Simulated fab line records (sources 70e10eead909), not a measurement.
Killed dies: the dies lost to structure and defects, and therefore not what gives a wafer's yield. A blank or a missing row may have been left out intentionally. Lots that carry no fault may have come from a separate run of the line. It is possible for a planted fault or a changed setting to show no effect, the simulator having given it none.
Comparing a struck lot with a sound one ; flow nand-harc ; 13 steps out of a route of 1302
Sound: the wafers L483.2, L483.3, L483.6. The struck wafers were L499.1, L499.2, L499.4. The cause is named last.
Each step with rows lists, per side, the tool, then ch with its chambers, then its first start. Under that, the readings that differ: sound wafers ; struck wafers ; difference of the means ; sigmas: that difference in standard deviations of wafers without a fault.
alike: a reading whose means differ by less than 2 such deviations, as well as words and numbers matching on both sides. not compared: withheld readings; readings where some wafer has no value; bounds like >300 that might hide an equal value; numbers whose values overlap and for which the record gives no deviation.
A row with sigmas, a row that says differs or no value, or rows on one side alone: a step with any of these is where the two part. Numbers that don't overlap but have no deviation are shown without sigmas and don't part them. A reading that every wafer of one side lacks parts them only if that side has two wafers or more.

first, 2 steps without rows for these wafers: NHARC_A_DECK1_JOINT_ANNEAL_28 (time 1800 s); NHARC_A_DECK1_JOINT_ANNEAL_29 (time 1800 s).
NHARC_A_DECK1_JOINT_CMP_02: polishes SiOx.
  sound on cmp-02 ch 0,1,3, day 13 14:04; struck on cmp-02 ch 0,1,3, day 20 19:18
  alike: motor-current-A
after that, 1 step had no rows for these wafers: NHARC_A_DECK1_JOINT_SRD_15.
NHARC_A_DECK1_JOINT_DEP_16: deposits SiO2, target thk 45 nm.
  sound on pecvd-04 ch 0,1,2, day 13 14:24; struck on pecvd-01 ch 0,1,2, day 20 19:43
reading;sound;struck;difference;sigmas
heater-power-w (W);555 730 624;454 376 501;-193;-2
  alike: chamber-pressure-Torr, flow-sccm, mfc-precursor-sccm, rf-fwd-power-W, throttle-valve-pct
NHARC_A_DECK1_JOINT_THK_MEAS_17: measures by ellipsometry.
  sound: film-metro-01 at day 13 14:41; struck: film-metro-01 at day 20 19:58
  alike: thk-nm
NHARC_A_DECK1_JOINT_INSPECT_05:
  sound: defect-inspect-01 at day 13 14:43; struck: defect-inspect-01 at day 20 20:01
  alike: raw-defect-count
then NHARC_A_ONON_D2_DEP_00 (target thk 1000 nm), 1 step lacking rows for these wafers.
NHARC_A_ONON_D2_THK_MEAS_02: measures by ellipsometry.
  sound: film-metro-02 at day 13 15:18; struck: film-metro-02 at day 20 20:36
  alike: thk-nm
then NHARC_A_ONON_D2_DEP_03 (target thk 1000 nm), 1 step lacking rows for these wafers.
NHARC_A_ONON_D2_THK_MEAS_05: measures by ellipsometry.
  sound: film-metro-02 at day 13 15:52; struck: film-metro-02 at day 20 21:10
  alike: thk-nm
NHARC_A_ONON_D2_DEP_06: target thk 1000 nm.
  struck on pecvd-onon-03, day 20 21:14; sound on pecvd-onon-04 ch 0, day 13 15:59
  no value came back on the struck wafers for n2-flow-sccm (sccm), n2o-flow-sccm (sccm); on the sound wafers n2-flow-sccm (sccm) reads 2753 2758 2761
-- break in the record here, with 12 days between the starts of the struck wafers on either side (left off in module A_ONON_D2, picked up again in module END, where the first step shown is number 1302 on the route) --
NHARC_END_SORT_01:
  only the struck wafers appear in the record here, on prober-02 ch 0 at day 33 05:12; the sound ones have no rows

== WHERE THEY PART ==
Earliest at NHARC_A_DECK1_JOINT_DEP_16; latest, in this record, at NHARC_END_SORT_01.

WHY: what had been put in by the simulator
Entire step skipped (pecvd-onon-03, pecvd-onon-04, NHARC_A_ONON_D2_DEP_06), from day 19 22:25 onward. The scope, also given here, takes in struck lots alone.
